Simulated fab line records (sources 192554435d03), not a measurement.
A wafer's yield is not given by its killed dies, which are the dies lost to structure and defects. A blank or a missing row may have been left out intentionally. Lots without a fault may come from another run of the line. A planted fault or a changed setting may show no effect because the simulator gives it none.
Chamber matching ; flow n5_finfet ; N5_BEOL_M5_VIA_ETCH_34 on rie_diel-02 has 4 sister chambers
The step etches SiCOH lowk in C4F6/O2, target depth 88.3 nm, time 39.2 s. 8 wafers are shown with their chamber, then 8 later ones without.

## WAFERS, EACH WITH ITS CHAMBER
wafer;chamber;oes_product_au (a.u.);oes_ar_750_au (a.u.)
L078.1;3;0.68;0.69
L078.6;0;0.92;0.91
L079.3;3;0.68;0.68
L079.6;0;0.91;0.91
L080.3;2;0.94;0.94
L080.4;1;0.68;0.69
L080.5;1;0.69;0.69
L081.2;2;0.94;0.93

## WAFERS MISSING THEIR CHAMBER
wafer;oes_product_au (a.u.);oes_ar_750_au (a.u.)
L081.4;0.91;0.90
L081.5;0.69;0.70
L092.4;0.87;0.86
L092.5;0.87;0.87
L092.6;0.97;0.99
L095.2;0.95;0.94
L095.3;0.87;0.86
L095.4;0.86;0.85

## EACH ONE'S CHAMBER
wafer;from the rows above;in truth
L081.4;0;0
L081.5;can't be placed: 1 or 3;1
L092.4;0;0
L092.5;0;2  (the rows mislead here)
L092.6;2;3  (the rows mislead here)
L095.2;2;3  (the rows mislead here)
L095.3;0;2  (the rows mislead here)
L095.4;0;0
Correct placement for 3 of the 8. These rows do not allow placing 1 (true chamber among the candidates in 1). 4 placed wrongly.
How it was worked out, from the rows above alone: a wafer's distance from a chamber is the root of the sum, over the readings, of the square of ((its reading less the chamber's mean) divided by the reading's scatter). If the next closest chamber is less than 2 further off than the closest, the wafer can't be placed; otherwise it belongs to the closest. A chamber's mean is the mean of its shown wafers. The scatter: the root of (the sum of the squares of (reading less its chamber's mean) over the shown wafers, divided by (wafers less chambers)).
